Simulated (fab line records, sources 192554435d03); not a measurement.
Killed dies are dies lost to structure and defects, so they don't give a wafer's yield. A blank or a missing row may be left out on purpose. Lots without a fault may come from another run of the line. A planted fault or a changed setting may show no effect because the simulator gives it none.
A struck lot beside a sound one | flow n5_finfet | 15 steps out of a route of 1938
Sound: wafers L160.2, L160.3, L160.5. Struck: wafer L173.1. (L173.5 of the same lot was not struck and is left out.) The cause comes at the end.
At each step with rows: each side's tool, then ch and its chambers, then its first start. Under that, the readings that differ: sound wafers | struck wafers | difference of the means | sigmas: that difference in standard deviations of wafers without a fault.
alike: readings whose means differ by less than 2 such deviations, and words and numbers that are the same on both sides. not compared: withheld readings, readings that some wafer has no value for, bounds like >300 that may hide the same value, and numbers for which the record gives no deviation and whose values overlap.
The two part at a step that has a row with sigmas, a row that says differs or no value, or rows on one side only. Numbers that don't overlap but have no deviation are shown without sigmas and don't part them. A reading that every wafer of one side lacks parts them only if that side has two wafers or more.

first, 1 step without rows for these wafers: N5_BEOL_M14_HARDBAKE_32 (time 120 s).
N5_BEOL_M14_CD_MEAS_28: target cd 284.4 nm.
  sound on cd_sem-03 ch 0, day 12 01:58; struck on cd_sem-02 ch 0, day 15 11:35
  alike: cd_nm
N5_BEOL_M14_OVL_MEAS_29:
  sound on overlay-01 ch 0, day 12 01:59; struck on overlay-02 ch 0, day 15 11:38
  alike: M14_OVL
N5_BEOL_M14_INSPECT_30: inspects for defects (macro).
  sound on defect_inspect-01, day 12 02:01; struck on defect_inspect-01, day 15 11:39
  alike: raw_defect_count
N5_BEOL_M14_DESCUM_33: chemistry O2, time 7.9 s.
  sound on rie_diel-01 ch 0,1,3, day 12 02:03; struck on rie_diel-02 ch 3, day 15 11:47
  reading                | sound             | struck | difference | sigmas
  throttle_valve_pct (%) | 20.55 20.30 20.62 | 21.05  | +0.56      | +2
  alike: drypump_motor_current_A, oes_product_au, rf_vpp_V, showerhead_plenum_p_Torr, temp_c
  not compared: rf_hours_counter_h
N5_BEOL_M14_ETCH_67: etches SiARC in CF4, target depth 143 nm, time 238.3 s.
  sound on rie_diel-01 ch 0,1,3, day 12 02:05; struck on rie_diel-02 ch 3, day 15 11:49
  reading                | sound             | struck | difference | sigmas
  throttle_valve_pct (%) | 15.68 15.56 15.91 | 16.12  | +0.40      | +2
  alike: drypump_motor_current_A, etch_rf_on_time_s, oes_product_au, rf_vpp_V, showerhead_plenum_p_Torr
  not compared: rf_hours_counter_h
N5_BEOL_M14_ETCH_68: etches SOC in N2/H2, time 450 s.
  sound on rie_diel-01 ch 0,1,3, day 12 02:14; struck on rie_diel-02 ch 3, day 15 11:58
  reading                | sound             | struck | difference | sigmas
  throttle_valve_pct (%) | 17.89 17.56 17.97 | 18.46  | +0.65      | +3
  alike: drypump_motor_current_A, oes_product_au, rf_vpp_V, showerhead_plenum_p_Torr, temp_c
  not compared: rf_hours_counter_h
then, 1 step without rows for these wafers: N5_BEOL_M14_STRIP_69 (strips in N2/H2).
N5_BEOL_M14_TRENCH_ETCH_34: etches SiO2 in C4F8/O2/Ar, target depth 556.65 nm, time 126.9 s.
  sound on rie_diel-01 ch 0,1,3, day 12 02:30; struck on rie_diel-02 ch 3, day 15 12:14
  reading                | sound             | struck | difference | sigmas
  throttle_valve_pct (%) | 31.17 30.86 31.12 | 31.50  | +0.45      | +2
  alike: drypump_motor_current_A, oes_o_777_au, oes_product_au, rf_vpp_V, showerhead_plenum_p_Torr
  not compared: rf_hours_counter_h
then, 1 step without rows for these wafers: N5_BEOL_M14_STRIP_70 (strips in C4F8/O2/Ar).
N5_BEOL_M14_OCD_MEAS_35:
  sound on ocd-01, day 12 02:40; struck on ocd-01, day 15 12:23
  alike: trench_depth_nm
N5_BEOL_M14_STRIP_37: strips in O2.
  sound on rie_diel-06 ch 0,3, day 12 06:06; struck on rie_diel-02 ch 1, day 15 13:32
  alike: drypump_motor_current_A, oes_product_au, rf_vpp_V, showerhead_plenum_p_Torr, temp_c, throttle_valve_pct
  not compared: rf_hours_counter_h
N5_BEOL_M14_ETCH_38: etches SiCN in CF4/N2, target depth 106.5 nm, time 120.6 s.
  sound on rie_diel-06 ch 0,3, day 12 06:08; struck on rie_diel-02 ch 1, day 15 13:34
  reading                  | sound             | struck | difference | sigmas
  model.etch.depth_nm (nm) | 96.03 93.64 96.32 | 81.88  | -13.45     |
  alike: drypump_motor_current_A, oes_product_au, rf_vpp_V, showerhead_plenum_p_Torr, throttle_valve_pct
  not compared: rf_hours_counter_h
then, 1 step without rows for these wafers: N5_BEOL_M14_PRECLEAN_39 (cleans in residue remover, time 60 s).
N5_PASSIVATION_PROBE_49:
  the record has rows for the struck wafers here (prober-02, day 16 17:05) and none for the sound ones

WHERE THEY PART
First at N5_BEOL_M14_DESCUM_33; last, within this record, at N5_PASSIVATION_PROBE_49.

WHY: what the simulator had put in
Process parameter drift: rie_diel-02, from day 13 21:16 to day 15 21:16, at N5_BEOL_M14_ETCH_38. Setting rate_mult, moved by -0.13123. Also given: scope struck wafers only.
